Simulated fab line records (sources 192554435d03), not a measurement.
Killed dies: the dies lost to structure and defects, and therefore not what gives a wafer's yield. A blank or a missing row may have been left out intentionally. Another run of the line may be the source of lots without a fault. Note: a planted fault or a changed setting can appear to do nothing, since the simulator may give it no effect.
A struck lot beside a sound one / flow n5-finfet / 15 out of 1938 route steps
Sound: wafers L499.2, L499.3, L499.4. Struck: wafers L509.2, L509.5, L509.6. At the end, the cause is stated.
For every step that has rows: the tool of each side, followed by ch and its chambers, followed by its first start. Under that, the readings that differ: sound wafers / struck wafers / difference of the means / sigmas: that difference in standard deviations of wafers without a fault.
alike: same words and numbers on both sides, and readings whose means sit less than 2 such deviations apart. not compared: any withheld reading, any reading some wafer has no value for, any bound like >300 that may hide the same value, and any number with overlapping values for which the record gives no deviation.
Wherever a step has rows on one side only, a row that says differs or no value, or a row with sigmas, the two part there. Numbers that have no deviation but don't overlap get no sigmas and don't part them. A reading that every wafer of one side lacks parts them only if that side has two wafers or more.

N5_BEOL_M12_CD_MEAS_10 targets a cd of 140 nm.
  sound on cd-sem-01 ch 0, day 12 18:32; struck on cd-sem-03 ch 0, day 15 12:48
  alike: cd-nm
N5_BEOL_M12_OVL_MEAS_11:
  sound on overlay-01 ch 0, day 12 18:34; struck on overlay-01 ch 0, day 15 12:50
  alike: V11_OVL
N5_BEOL_M12_INSPECT_12: inspects for defects (macro).
  sound on defect-inspect-01 at day 12 18:35; struck on defect-inspect-02 at day 15 12:51
  alike: raw-defect-count
N5_BEOL_M12_DESCUM_15: chemistry O2, time 7.9 s.
  sound on rie-diel-02 ch 1,2,3, day 12 18:39; struck on rie-diel-02 ch 0,1, day 15 12:53
  alike: drypump-motor-current-A, o2-flow-sccm, oes-product-au, rf-vpp-V, showerhead-plenum-p-Torr, throttle-valve-pct
  not compared: rf-hours-counter-h
N5_BEOL_M12_ETCH_59: etches BARC in N2/H2, target depth 89 nm, overetch 26.7 nm, time 67.9 s.
  sound on rie-diel-02 ch 1,2,3, day 12 18:41; struck on rie-diel-02 ch 0,1, day 15 12:55
  alike: drypump-motor-current-A, oes-product-au, rf-vpp-V, showerhead-plenum-p-Torr, throttle-valve-pct
  not compared: rf-hours-counter-h
N5_BEOL_M12_VIA_ETCH_16: etches SiOC in C4F8/O2/Ar, target depth 724.8 nm.
  sound on rie-diel-02 ch 1,2,3, day 12 18:44; struck on rie-diel-02 ch 0,1, day 15 12:58
  alike: C4F8_flow_sccm, drypump-motor-current-A, oes-product-au, rf-vpp-V, showerhead-plenum-p-Torr, throttle-valve-pct
N5_BEOL_M12_STRIP_63: strips in N2/H2.
  sound on plasma-asher-01 ch 0,1, day 12 19:01; struck on plasma-asher-02 ch 0,1, day 15 13:10
  alike: drypump-motor-current-A, heater-power-w, oes-product-au, strip-time-to-endpoint-s
  not compared: rf-hours-counter-h
N5_BEOL_M12_STRIP_64: strips in N2/H2.
  sound on plasma-asher-01 ch 0,1, day 12 19:04; struck on plasma-asher-02 ch 0,1, day 15 13:14
  alike: drypump-motor-current-A, heater-power-w, oes-product-au, strip-time-to-endpoint-s
  not compared: rf-hours-counter-h
then, 2 steps without rows for these wafers: N5_BEOL_M12_STRIP_71 (strips in post etch residue remover, time 60 s); N5_BEOL_M12_SRD_72 (time 30 s, dry time 30 s).
N5_BEOL_M12_CD_MEAS_17 targets a cd of 140 nm.
  sound on cd-sem-01 at day 12 19:13; struck on cd-sem-02 at day 15 13:23
  alike: cd-nm
then, 1 step without rows for these wafers: N5_BEOL_M12_COAT_65 (time 60 s, resist thk 300 nm).
N5_BEOL_M12_COAT_66: time 60 s, resist thk 110 nm.
  sound on litho-track-04 ch 0, day 12 19:16; struck on litho-track-04 ch 0, day 15 13:25
reading=heater-power-total-W (W); sound=429.9 428.5 429.1; struck=440.9 444.4 443.0; difference=+13.6; sigmas=+7
reading=plate-temp-C (C); sound=220.03 219.85 219.92; struck=226.42 226.36 226.35; difference=+6.44; sigmas=+40
then, 1 step without rows for these wafers: N5_BEOL_M12_COAT_22 (resist thk 300 nm).
N5_PASSIVATION_PROBE_49:
  sound on prober-02 at day 14 15:46; struck on prober-01 at day 17 03:11
reading=sort_bin_8_speed (%); sound=0 0.08 3.05; struck=0 0 0; difference=-1; sigmas=-4
  alike: defect-limited-yield, killed_at_M0_to_M3, killed_at_M4_up, killed-at-contacts, killed-at-front-end, killed-at-other, killed-dies, killed-open, killed-short, sort_bin_5_function, sort_bin_6_memory, sort-n-pass, sort-yield-pct

WHERE THEY PART
At N5_BEOL_M12_COAT_66 first; at N5_PASSIVATION_PROBE_49 last (within this record only).

WHY: the cause the simulator had injected
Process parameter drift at N5_BEOL_M12_COAT_66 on litho-track-04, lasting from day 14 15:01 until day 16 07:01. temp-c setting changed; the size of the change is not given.
